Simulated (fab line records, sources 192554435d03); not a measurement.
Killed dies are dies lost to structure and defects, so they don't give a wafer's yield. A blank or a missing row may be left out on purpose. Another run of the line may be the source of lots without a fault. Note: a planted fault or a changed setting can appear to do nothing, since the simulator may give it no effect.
A single fault, viewed from 2 desks	flow n5_finfet	numbers are kept per desk, each desk with only its own; the story behind them comes last

## METROLOGY DESK
What the gauges read for every lot (on any tool): the sampled wafers with a number, averaged. Marked OUT: a lot whose mean sits more than 4 standard deviations from the usual mean, which makes it out of limits; the brackets give that distance. 7 of its 11 readings are shown: the first one out of limits and those lying furthest out on some lot.
Columns: A = trench_depth_nm at N5_BEOL_M1_OCD_MEAS_38, usual 55.1 nm; B = DIBL_P at N5_BEOL_M4_RC_MEAS_101, usual 36.7 mV/V; C = IOFF_P at N5_BEOL_M4_RC_MEAS_101, usual 0.22 nA/um; D = ION_N at N5_BEOL_M4_RC_MEAS_101, usual 674 uA/um; E = ION_P at N5_BEOL_M4_RC_MEAS_101, usual 461 uA/um; F = SS_P at N5_BEOL_M4_RC_MEAS_101, usual 73.4 mV/dec; G = VT_P at N5_BEOL_M4_RC_MEAS_101, usual -250 mV
lot	first seen here	A	B	C	D	E	F	G
L567	day 6 15:47	55.3	35.7	0.19	666	456	73.0	-252
L573	day 7 17:02	57.2	39.4	0.23	684	459	74.2	-252
L575	day 8 05:10	58.9 (+4.4) OUT	36.5	0.22	678	458	73.2	-250
L581	day 9 23:22	55.1	38.1	0.25	688	468	73.9	-248
L584	day 10 14:43	54.3	34.9	0.20	663	460	73.0	-252
L585	day 11 01:01	55.1	34.9	0.25	677	470	73.0	-245
L586	day 11 01:26	55.5	37.2	0.26	683	466	73.6	-245
L589	day 11 14:08	54.9	38.0	0.27	679	471	73.9	-246
Finding of this desk: L575 out of limits; the first was L575 at day 8 05:10, on trench_depth_nm at N5_BEOL_M1_OCD_MEAS_38. Within limits: L567, L573, L581, L584, L585, L586, L589.

## TOOL OWNER'S DESK, rie_diel-01
The tool's own readings at N5_BEOL_M1_TRENCH_ETCH_37 (etches SiOC in C4F6/O2, target depth 55.207 nm, time 29 s): means of the sampled wafers that have a number, for each lot that ran on this tool. Marked OUT: a lot whose mean sits more than 4 standard deviations from the usual mean, which makes it out of limits; the brackets give that distance.
Columns: A = bias_w at N5_BEOL_M1_TRENCH_ETCH_37, usual 185.0 W; B = drypump_motor_current_A at N5_BEOL_M1_TRENCH_ETCH_37, usual 5.7 A; C = mfc_ar_sccm at N5_BEOL_M1_TRENCH_ETCH_37, usual 299.9 sccm; D = oes_product_au at N5_BEOL_M1_TRENCH_ETCH_37, usual 0.78 a.u.; E = rf_vpp_V at N5_BEOL_M1_TRENCH_ETCH_37, usual 662 V; F = showerhead_plenum_p_Torr at N5_BEOL_M1_TRENCH_ETCH_37, usual 2.84 Torr; G = throttle_valve_pct at N5_BEOL_M1_TRENCH_ETCH_37, usual 20.73 %
lot	first seen here	A	B	C	D	E	F	G
L567	day 6 15:38	184.9	5.8	300.0	0.79	667	2.86	20.69
L573	day 7 16:53	201.2 (+29) OUT	6.1	299.8	0.79	712 (+4.5) OUT	2.72	20.72
L575	day 8 05:01	218.3 (+59) OUT	6.2	299.2	0.87	768 (+9.7) OUT	2.75	20.65
L585	day 11 00:52	184.9	6.1	299.9	0.74	664	2.71	20.76
L586	day 11 01:17	185.4	6.0	299.7	0.76	669	2.76	20.74
L589	day 11 13:59	185.0	5.7	300.5	0.76	668	2.84	20.75
Finding of this desk: L573, L575 out of limits; the first was L573 at day 7 16:53, on bias_w at N5_BEOL_M1_TRENCH_ETCH_37. Within limits: L567, L585, L586, L589.

## BROUGHT TOGETHER
The tool owner's desk could have raised an alarm at day 7 16:53, on L573, L575.
On L575, the metrology desk was in a position to raise an alarm at day 8 05:10.
The metrology desk holds a record of L573, inside its limits.
All the named lots went through N5_BEOL_M1_TRENCH_ETCH_37 on rie_diel-01.

## WHAT THE SIMULATOR PUT IN
rie_diel-01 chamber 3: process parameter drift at N5_BEOL_M1_TRENCH_ETCH_37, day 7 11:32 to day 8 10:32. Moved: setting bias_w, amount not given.
Struck lots among those shown: L573, L575.
Fault start to first reading out of limits, in hours, per desk: tool owner, 5; metrology, 18.
